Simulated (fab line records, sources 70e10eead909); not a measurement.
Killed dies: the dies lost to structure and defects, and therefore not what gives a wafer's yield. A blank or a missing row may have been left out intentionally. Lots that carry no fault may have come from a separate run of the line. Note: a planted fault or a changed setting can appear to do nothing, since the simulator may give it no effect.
Which tool was responsible? || flow nand harc || route of 1302 steps, sampled at 1 step: 12 lots, 36 wafers

## WHAT EACH GAUGE READ, for each wafer
NHARC_P_M0_CD_MEAS_16.
{"lot": "L075", "measured": "day 6 15:47", "on": "cd sem-03", "cd nm (nm)": "89.0 90.0 90.3"}
{"lot": "L077", "measured": "day 7 09:19", "on": "cd sem-01", "cd nm (nm)": "90.1 89.1 88.1"}
{"lot": "L079", "measured": "day 8 01:35", "on": "cd sem-01", "cd nm (nm)": "89.0 90.1 89.4"}
{"lot": "L081", "measured": "day 9 03:25", "on": "cd sem-01", "cd nm (nm)": "88.9 90.2 90.4"}
{"lot": "L083", "measured": "day 9 15:16", "on": "cd sem-02", "cd nm (nm)": "87.7 89.2 90.0"}
{"lot": "L085", "measured": "day 10 16:34", "on": "cd sem-01", "cd nm (nm)": "89.0 90.0 89.4"}
{"lot": "L087", "measured": "day 11 14:55", "on": "cd sem-03", "cd nm (nm)": "92.3 89.3 90.1"}
{"lot": "L089", "measured": "day 12 05:46", "on": "cd sem-03", "cd nm (nm)": "89.2 88.0 89.9"}
{"lot": "L091", "measured": "day 13 04:23", "on": "cd sem-02", "cd nm (nm)": "89.4 89.4 88.9"}
{"lot": "L093", "measured": "day 14 04:47", "on": "cd sem-01", "cd nm (nm)": "90.5 89.0 89.1"}
{"lot": "L095", "measured": "day 14 14:58", "on": "cd sem-02", "cd nm (nm)": "89.5 89.3 89.5"}
{"lot": "L097", "measured": "day 15 16:46", "on": "cd sem-03", "cd nm (nm)": "89.3 90.0 88.5"}

## TOOL THAT RAN EACH LOT (tool first, then ch and the chambers of the sampled wafers, then the start)
Before these readings, the record contains no process step.

## THE ANSWER, worked out from the rows above alone
Rule: what is usual is taken from the lots themselves. Put in order of their means at a reading, lots are off if they are a third of the lots or fewer, leave a main group of 4 or more, and stand apart from it by a gap of 3 or more times the standard deviation of the main group's means; of several such gaps the widest counts. The tables above print the reading to a certain number of digits; a main group whose means all agree to those digits is not used. Also off: a lot with no number at a reading for which 4 or more lots have one. All remaining lots with rows at the step are treated as sound.
No lot is off at any reading shown: from this, nothing can be told.

## WHAT HAD BEEN PUT IN BY THE SIMULATOR
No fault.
